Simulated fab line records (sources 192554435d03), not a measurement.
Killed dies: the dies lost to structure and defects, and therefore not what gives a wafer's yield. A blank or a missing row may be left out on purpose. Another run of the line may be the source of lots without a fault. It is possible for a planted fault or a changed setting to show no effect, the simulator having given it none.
fab line records | flow n5Finfet
record lots=9 | wafers=27 | lastDay=18
route steps=1938 shown HKMG_FIN@457 GATE_CUT@499 BEOL_M4@1111
lots with no fault: from the same line, run without faults
startH: the number of hours between the record's first day and the start of the first shown wafer of the lot | waitH: how many hours have passed since the lot's step before this one | " unchanged from the row above | L1.1+2: a row that stands for several wafers | - no value present, or no start provided | * or withheld: withheld | < > ~ a bound
route shown NAME@n: a module of which the file shows steps, and the number in the route of the first | usual: average and standard deviation across the fault-free wafers | same: alike in all rows | chamber/n: place in a boat | sites: per-site readings | _std_site: standard deviation across them | _edge_site: the outer-site mean with the inner-site mean subtracted | radiusMm: how far each site lies from the wafer's centre | mask NAME#n: copy n | behind: the most recent tool/chamber to have shaped the wafer | hold: reason for holding the lot/hours on hold/outcome of the hold | device: which transistor (n, p or np) failed to switch | end of line: at the end of the route, the tests of the same wafers | a step with no rows: only its recipe | killed: at the first sort, the dies lost to defects and structure; wafer yield is something else | map: per-die view of a wafer (x killed, . not killed, _ where there is no die)
set.NAME: the setting the step ran with; set.NAME@STEP: the setting that earlier step ran with | model.NAME: the simulator's own value behind a step, which no gauge read
route steps across a sampled set of lots; one table per step, one row per wafer
services: when a tool's chamber went out of use (startH, in hours from the record's first day, below 0 if earlier), for how many hours, and the reason
## steps
# step N5_HKMG_FIN_ALD_72
# recipe material=W | targetThkA=20 | tempC=300 | pressureTorr=7.5 | aldPrecursorFamily=WF6 | aldCoReactant=B2H6 | pulseTimeS=1 | purgeTimeS=2 | coReactantPurgeTimeS=2 | coReactantPulseTimeS=3 | aldCycles=7
# usual heaterPowerW=454/43 | precursorPulseHeightRel=0.998/0.021
lot.wafer | tool    | chamber | startH | waitH | heaterPowerW | precursorPulseHeightRel
L529.1    | cvdW-01 | 0       | 107.29 | 0.2   | 445          | 1.020
L529.5    | "       | 0       | "      | "     | 450          | 0.989
L529.6    | "       | 1       | "      | "     | 403          | 0.991
L533.1    | cvdW-01 | 0       | 123.83 | 0.2   | 450          | 0.968
L533.2    | "       | 1       | "      | "     | 405          | 0.981
L533.5    | "       | 0       | "      | "     | 455          | 1.005
L537.2    | cvdW-01 | 1       | 149.24 | 0.2   | 421          | 1.005
L537.5    | "       | 1       | "      | "     | 405          | 0.996
L537.6    | "       | 1       | "      | "     | 405          | 1.013
L540.1    | cvdW-02 | 0       | 163.46 | 0.2   | 516          | 0.987
L540.2    | "       | 1       | "      | "     | 496          | 1.009
L540.3    | "       | 1       | "      | "     | 486          | 1.019
L541.1    | cvdW-02 | 0       | 170.89 | 0.2   | 511          | 1.001
L541.4    | "       | 0       | "      | "     | 531          | 0.992
L541.6    | "       | 1       | "      | "     | 492          | 0.993
L542.1    | cvdW-01 | 1       | 174.42 | 0.2   | 414          | 1.022
L542.4    | "       | 0       | "      | "     | 443          | 1.010
L542.5    | "       | 1       | "      | "     | 417          | 1.041
L543.1    | cvdW-01 | 0       | 183.51 | 0.2   | 446          | 0.993
L543.4    | "       | 0       | "      | "     | 444          | 0.978
L543.5    | "       | 0       | "      | "     | 453          | 1.011
L545.1    | cvdW-01 | 0       | 197.32 | 0.2   | 431          | 1.031
L545.4    | "       | 1       | "      | "     | 416          | 1.043
L545.6    | "       | 1       | "      | "     | 411          | 0.963
L549.2    | cvdW-01 | 0       | 219.45 | 0.2   | 440          | 0.995
L549.4    | "       | 1       | "      | "     | 412          | 0.977
L549.6    | "       | 0       | "      | "     | 440          | 0.965
# step N5_HKMG_FIN_W_FILL_22
# recipe material=W | targetThkA=600 | tempC=400 | pressureTorr=39.4 | timeS=18.2
# usual heaterPowerW=810/78 | throttleValvePct=19.9/1.3
lot.wafer | tool    | chamber | startH | waitH | heaterPowerW | throttleValvePct
L529.1    | cvdW-01 | 0       | 107.35 | 0.0   | 786          | 18.3
L529.5    | "       | 0       | "      | "     | 816          | 18.5
L529.6    | "       | 1       | "      | "     | 713          | 19.2
L533.1    | cvdW-01 | 0       | 123.90 | 0.0   | 797          | 18.7
L533.2    | "       | 1       | "      | "     | 715          | 19.0
L533.5    | "       | 0       | "      | "     | 805          | 18.4
L537.2    | cvdW-01 | 1       | 149.35 | 0.1   | 739          | 19.2
L537.5    | "       | 1       | "      | "     | 726          | 19.3
L537.6    | "       | 1       | "      | "     | 736          | 19.1
L540.1    | cvdW-02 | 0       | 163.52 | 0.0   | 916          | 22.0
L540.2    | "       | 1       | "      | "     | 905          | 21.6
L540.3    | "       | 1       | "      | "     | 871          | 21.8
L541.1    | cvdW-02 | 0       | 170.95 | 0.0   | 948          | 21.9
L541.4    | "       | 0       | "      | "     | 940          | 22.1
L541.6    | "       | 1       | "      | "     | 884          | 21.6
L542.1    | cvdW-01 | 1       | 174.48 | 0.0   | 737          | 19.3
L542.4    | "       | 0       | "      | "     | 787          | 18.8
L542.5    | "       | 1       | "      | "     | 729          | 19.3
L543.1    | cvdW-01 | 0       | 183.57 | 0.0   | 806          | 18.6
L543.4    | "       | 0       | "      | "     | 795          | 18.6
L543.5    | "       | 0       | "      | "     | 798          | 18.7
L545.1    | cvdW-01 | 0       | 197.38 | 0.0   | 782          | 18.5
L545.4    | "       | 1       | "      | "     | 723          | 19.1
L545.6    | "       | 1       | "      | "     | 731          | 19.6
L549.2    | cvdW-01 | 0       | 219.52 | 0.0   | 809          | 18.6
L549.4    | "       | 1       | "      | "     | 711          | 19.4
L549.6    | "       | 0       | "      | "     | 820          | 18.7
# step N5_GATE_CUT_ETCH_19
# recipe chemistry=CH3F/O2 | target=SiNx | maskMaterial=SiO2 | targetDepthA=537 | timeS=76.7 | pressureMtorr=30 | sourceW=395 | biasW=73 | Ar_flow_sccm=150 | CH3F_flow_sccm=30 | O2_flow_sccm=20 | ionEnergyEv=120 | ends=cleared
# usual CH3F_flow_sccm=30.01/0.098 | O2_flow_sccm=20.01/0.059 | drypumpMotorCurrentA=5.8/0.51 | etchRfOnTimeS=77.1/0.91 | oesProductAu=0.63/0.05 | rfVppV=298/3.2 | showerheadPlenumPTorr=1.99/0.057 | throttleValvePct=16.48/0.24
lot.wafer | tool       | chamber | startH | waitH | CH3F_flow_sccm | O2_flow_sccm | drypumpMotorCurrentA | etchRfOnTimeS | oesProductAu | rfHoursCounterH | rfVppV | showerheadPlenumPTorr | throttleValvePct
L529.1    | rieDiel-05 | 1       | 112.53 | 0.0   | 30.08          | 20.03        | 6.7                  | 75.9          | 0.61         | 187             | 301    | 1.98                  | 16.56
L529.5    | "          | 2       | "      | "     | 30.07          | 20.07        | 5.5                  | 78.8          | 0.60         | -               | 294    | 1.97                  | 16.33
L529.6    | "          | 1       | "      | "     | 29.76          | 20.03        | 6.7                  | 76.3          | 0.61         | -               | 303    | 1.98                  | 16.55
L533.1    | rieDiel-02 | 2       | 129.02 | 0.0   | 29.82          | 20.01        | 5.6                  | 76.2          | 0.65         | 119             | 305    | 2.01                  | 16.11
L533.2    | "          | 0       | "      | "     | 29.98          | 20.09        | 6.0                  | 76.9          | 0.62         | 199             | 296    | 1.98                  | 16.72
L533.5    | "          | 1       | "      | "     | 29.92          | 19.97        | 5.9                  | 76.3          | 0.60         | -               | 296    | 1.89                  | 16.39
L537.2    | rieDiel-02 | 3       | 154.19 | 0.0   | 29.96          | 19.97        | 4.7                  | 76.7          | 0.63         | 178             | 295    | 2.00                  | 16.59
L537.5    | "          | 3       | "      | "     | 29.99          | 19.93        | 4.8                  | 77.2          | 0.64         | -               | 295    | 2.00                  | 16.60
L537.6    | "          | 2       | "      | "     | 30.18          | 19.88        | 5.6                  | 76.4          | 0.65         | -               | 303    | 2.01                  | 16.15
L540.1    | rieDiel-05 | 3       | 168.49 | 0.0   | 30.01          | 20.01        | 5.6                  | 79.0          | 0.61         | 196             | 302    | 1.98                  | 16.82
L540.2    | "          | 1       | "      | "     | 29.93          | 19.93        | 6.7                  | 75.4          | 0.60         | 204             | 303    | 1.98                  | 16.58
L540.3    | "          | 2       | "      | "     | 30.11          | 20.02        | 5.5                  | 77.3          | 0.59         | 239             | 293    | 1.97                  | 16.36
L541.1    | rieDiel-02 | 0       | 176.46 | 0.0   | 29.90          | 20.04        | 6.0                  | 77.3          | 0.60         | 215             | 297    | 1.98                  | 16.77
L541.4    | "          | 2       | "      | "     | 30.07          | 19.93        | 5.6                  | 77.2          | 0.64         | 136             | 302    | 2.01                  | 16.15
L541.6    | "          | 2       | "      | "     | 30.03          | 19.94        | 5.5                  | 76.8          | 0.64         | -               | 302    | 2.01                  | 16.14
L542.1    | rieDiel-02 | 3       | 179.34 | 0.0   | 30.04          | 19.92        | 4.8                  | 77.3          | 0.62         | 185             | 297    | 2.00                  | 16.60
L542.4    | "          | 0       | "      | "     | 29.80          | 19.97        | 6.0                  | 77.0          | 0.61         | 216             | 297    | 1.98                  | 16.76
L542.5    | "          | 2       | "      | "     | 29.99          | 19.97        | 5.5                  | 76.4          | 0.64         | -               | 303    | 2.01                  | 16.15
L543.1    | rieDiel-02 | 2       | 188.41 | 0.0   | 30.02          | 20.08        | 5.6                  | 77.4          | 0.64         | 140             | 304    | 2.00                  | 16.15
L543.4    | "          | 0       | "      | "     | 29.93          | 19.96        | 6.0                  | 77.8          | 0.60         | 219             | 296    | 1.98                  | 16.76
L543.5    | "          | 0       | "      | "     | 29.96          | 19.98        | 6.0                  | 78.7          | 0.59         | -               | 297    | 1.98                  | 16.77
L545.1    | rieDiel-04 | 3       | 202.23 | 0.0   | 29.99          | 19.99        | 5.7                  | 77.5          | 0.58         | 248             | 297    | 1.89                  | 16.81
L545.4    | "          | 1       | "      | "     | 29.99          | 19.90        | 6.6                  | 76.3          | 0.64         | 166             | 289    | 1.92                  | 16.49
L545.6    | "          | 2       | "      | "     | 30.07          | 19.98        | 5.5                  | 77.2          | 0.64         | -               | 302    | 2.07                  | 16.42
L549.2    | rieDiel-05 | 3       | 225.05 | 0.0   | 30.13          | 20.08        | 5.6                  | 79.1          | 0.60         | 213             | 300    | 1.97                  | 16.87
L549.4    | "          | 0       | "      | "     | 30.10          | 19.97        | 5.4                  | 77.2          | 0.58         | -               | 299    | 1.97                  | 16.54
L549.6    | "          | 1       | "      | "     | 30.03          | 19.91        | 6.6                  | 74.9          | 0.60         | -               | 302    | 1.97                  | 16.61
# step N5_GATE_CUT_VAPOR_ETCH_51
# recipe chemistry=BCl3/Cl2 | target=HfO2 | mode=isotropic
# usual drypumpMotorCurrentA=5.9/0.41 | heBacksideLeakSccm=3.42/0.2 | oesProductAu=0.79/0.094
lot.wafer | tool        | chamber | startH | waitH | drypumpMotorCurrentA | heBacksideLeakSccm | oesProductAu
L529.1    | rieMetal-03 | 0       | 112.87 | 0.0   | 6.1                  | 3.69               | 0.68
L529.5    | "           | 0       | "      | "     | 6.1                  | 3.76               | 0.67
L529.6    | "           | 1       | "      | "     | 5.9                  | 3.41               | 0.88
L533.1    | rieMetal-01 | 1       | 129.36 | 0.0   | 5.3                  | 3.31               | 0.78
L533.2    | "           | 0       | "      | "     | 5.7                  | 3.73               | 0.94
L533.5    | "           | 1       | "      | "     | 5.3                  | 3.25               | 0.78
L537.2    | rieMetal-03 | 1       | 154.53 | 0.0   | 6.0                  | 3.36               | 0.86
L537.5    | "           | 1       | "      | "     | 5.9                  | 3.32               | 0.85
L537.6    | "           | 0       | "      | "     | 6.1                  | 3.74               | 0.67
L540.1    | rieMetal-02 | 0       | 168.83 | 0.0   | -                    | -                  | -
L540.2    | "           | 1       | "      | "     | -                    | -                  | -
L540.3    | "           | 0       | "      | "     | -                    | -                  | -
L541.1    | rieMetal-03 | 1       | 176.81 | 0.0   | -                    | -                  | -
L541.4    | "           | 1       | "      | "     | -                    | -                  | -
L541.6    | "           | 1       | "      | "     | -                    | -                  | -
L542.1    | rieMetal-02 | 1       | 179.69 | 0.0   | 6.3                  | 3.51               | 0.75
L542.4    | "           | 0       | "      | "     | 6.5                  | 3.21               | 0.71
L542.5    | "           | 0       | "      | "     | 6.5                  | 3.31               | 0.71
L543.1    | rieMetal-01 | 0       | 188.76 | 0.0   | 5.7                  | 3.49               | 0.91
L543.4    | "           | 0       | "      | "     | 5.8                  | 3.43               | 0.89
L543.5    | "           | 1       | "      | "     | 5.3                  | 3.17               | 0.77
L545.1    | rieMetal-02 | 1       | 202.58 | 0.0   | 6.3                  | 3.65               | 0.76
L545.4    | "           | 1       | "      | "     | 6.3                  | 3.56               | 0.75
L545.6    | "           | 0       | "      | "     | 6.5                  | 3.39               | 0.71
L549.2    | rieMetal-02 | 1       | 225.40 | 0.0   | 6.3                  | 3.77               | 0.75
L549.4    | "           | 0       | "      | "     | 6.5                  | 3.24               | 0.70
L549.6    | "           | 1       | "      | "     | 6.3                  | 3.50               | 0.74
# step N5_BEOL_M4_RC_MEAS_101
# usual DIBL_N=36.3/1.2 | DIBL_P=36.3/1.4 | IOFF_N=0.157/0.02 | IOFF_P=0.22/0.033 | ION_N=675/9.6 | ION_P=465/8.2 | SS_N=71.4/0.45 | SS_P=73.3/0.54 | VT_N=249.8/2.5 | VT_P=-249/3.2
lot.wafer | tool      | chamber | startH | waitH | DIBL_N[mV/V] | DIBL_P[mV/V] | IOFF_N[nA/um] | IOFF_P[nA/um] | ION_N[uA/um] | ION_P[uA/um] | SS_N[mV/dec] | SS_P[mV/dec] | VT_N[mV] | VT_P[mV]
L529.1    | prober-01 | 0       | 215.64 | 0.0   | 36.5         | 35.2         | 0.145         | 0.20          | 677          | 465          | 71.7         | 73.1         | 253.5    | -251
L529.5    | "         | 0       | "      | "     | 37.5         | 37.4         | 0.176         | 0.24          | 690          | 477          | 71.7         | 73.4         | 246.0    | -247
L529.6    | "         | 0       | "      | "     | 36.6         | 34.6         | 0.138         | 0.19          | 674          | 460          | 71.2         | 73.4         | 252.7    | -251
L533.1    | prober-02 | 0       | 234.49 | 0.0   | 37.6         | 37.5         | 0.184         | 0.22          | 686          | 470          | 71.3         | 73.1         | 244.6    | -247
L533.2    | "         | 0       | "      | "     | 35.8         | 34.8         | 0.135         | 0.17          | 662          | 449          | 71.1         | 72.5         | 250.2    | -251
L533.5    | "         | 0       | "      | "     | 35.3         | 34.3         | 0.135         | 0.17          | 664          | 458          | 71.0         | 72.0         | 251.1    | -251
L537.2    | prober-01 | 0       | 263.83 | 0.2   | 37.4         | 38.4         | 0.177         | 0.21          | 680          | 462          | 72.0         | 73.6         | 248.5    | -253
L537.5    | "         | 0       | "      | "     | 36.5         | 36.9         | 0.157         | 0.18          | 669          | 459          | 71.7         | 73.1         | 249.4    | -253
L537.6    | "         | 0       | "      | "     | 36.8         | 36.2         | 0.153         | 0.18          | 665          | 451          | 72.0         | 73.3         | 250.3    | -254
L542.1    | prober-02 | 0       | 274.00 | 0.0   | 36.0         | 35.9         | 0.160         | 0.20          | 683          | 463          | 71.2         | 73.4         | 249.9    | -250
L542.4    | "         | 0       | "      | "     | 36.0         | 36.1         | 0.152         | 0.20          | 672          | 461          | 71.7         | 72.8         | 249.2    | -252
L542.5    | "         | 0       | "      | "     | 36.0         | 36.1         | 0.159         | 0.20          | 685          | 463          | 71.2         | 72.5         | 248.5    | -251
L540.1    | prober-02 | 0       | 276.89 | 0.0   | 37.1         | 37.0         | 0.156         | 0.22          | 666          | 459          | 71.4         | 74.0         | 250.1    | -249
L540.2    | "         | 0       | "      | "     | 36.4         | 36.4         | 0.154         | 0.21          | 671          | 457          | 72.1         | 73.0         | 252.0    | -251
L540.3    | "         | 0       | "      | "     | 34.7         | 34.0         | 0.120         | 0.18          | 660          | 453          | 70.6         | 73.4         | 254.0    | -253
L541.1    | prober-02 | 0       | 284.71 | 0.0   | 36.3         | 36.0         | 0.133         | 0.20          | 666          | 461          | 71.5         | 72.2         | 254.8    | -251
L541.4    | "         | 0       | "      | "     | 37.1         | 36.6         | 0.149         | 0.21          | 677          | 464          | 71.6         | 72.6         | 251.3    | -247
L541.6    | "         | 0       | "      | "     | 37.9         | 38.3         | 0.163         | 0.24          | 686          | 477          | 71.9         | 74.0         | 249.4    | -248
L543.1    | prober-02 | 0       | 299.64 | 0.0   | 35.0         | 35.0         | 0.143         | 0.25          | 674          | 464          | 72.2         | 73.6         | 251.8    | -248
L543.4    | "         | 0       | "      | "     | 35.3         | 35.0         | 0.149         | 0.23          | 677          | 472          | 71.7         | 73.6         | 252.1    | -247
L543.5    | "         | 0       | "      | "     | 34.5         | 33.3         | 0.137         | 0.21          | 687          | 473          | 71.4         | 73.2         | 250.9    | -248
L545.1    | prober-02 | 0       | 300.57 | 0.2   | 35.0         | 35.5         | 0.126         | 0.18          | 653          | 459          | 70.5         | 72.8         | 254.0    | -251
L545.4    | "         | 0       | "      | "     | 35.4         | 36.4         | 0.127         | 0.19          | 661          | 460          | 71.3         | 73.2         | 254.7    | -251
L545.6    | "         | 0       | "      | "     | 34.6         | 35.6         | 0.115         | 0.18          | 658          | 459          | 70.8         | 73.1         | 254.7    | -252
L549.2    | prober-02 | 0       | 331.82 | 0.2   | 38.2         | 39.2         | 0.187         | 0.29          | 688          | 471          | 71.6         | 74.1         | 249.0    | -242
L549.4    | "         | 0       | "      | "     | 34.8         | 34.9         | 0.119         | 0.20          | 665          | 470          | 70.4         | 72.6         | 251.8    | -248
L549.6    | "         | 0       | "      | "     | 39.5         | 40.7         | 0.208         | 0.34          | 685          | 478          | 71.7         | 74.1         | 247.2    | -243
## services
tool       | chamber | startH | hours | kind
rieDiel-02 | 3       | 86.41  | 11.3  | repair
rieDiel-04 | 3       | 97.35  | 10.8  | repair
rieDiel-04 | -       | 100.48 | 4.0   | repair
rieDiel-02 | 1       | 137.73 | -     | clean
rieDiel-02 | 1       | 137.73 | -     | consumableReplace:focusRing
rieDiel-02 | 1       | 137.73 | -     | consumableReplace:showerhead
rieDiel-02 | -       | 139.51 | 0.9   | repair
cvdW-01    | 0       | 143.48 | 6.9   | repair
cvdW-02    | -       | 164.76 | 1.5   | repair
cvdW-02    | -       | 196.38 | 0.2   | repair
cvdW-01    | -       | 201.98 | 0.7   | repair
rieDiel-02 | 0       | 202.66 | 7.8   | repair
rieDiel-02 | 2       | 206.69 | 6.6   | repair
rieDiel-05 | 2       | 209.91 | -     | clean
rieDiel-05 | 2       | 209.91 | -     | consumableReplace:focusRing
rieDiel-04 | 3       | 210.24 | -     | clean
rieDiel-04 | 3       | 210.24 | -     | consumableReplace:focusRing
rieDiel-04 | 3       | 210.24 | -     | consumableReplace:showerhead
rieDiel-04 | 3       | 210.24 | 16.8  | scheduledDown
rieDiel-04 | 3       | 210.24 | 16.8  | ventCycle
## key
firstSign step=N5_GATE_CUT_VAPOR_ETCH_51 | reading=toolRecord | direction=missing
effect none on later readings
metAt N5_GATE_CUT_VAPOR_ETCH_51
struckLots L540,L541
notActingAt N5_HKMG_FIN_ALD_72,N5_HKMG_FIN_W_FILL_22,N5_GATE_CUT_ETCH_19
onsetBetween 154.53 168.83
fault kind=skippedStepWhole | tool=rieMetal-02,rieMetal-03 | chamber=- | onsetH=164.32 | steps=N5_GATE_CUT_VAPOR_ETCH_51 | scope=struckLotsOnly
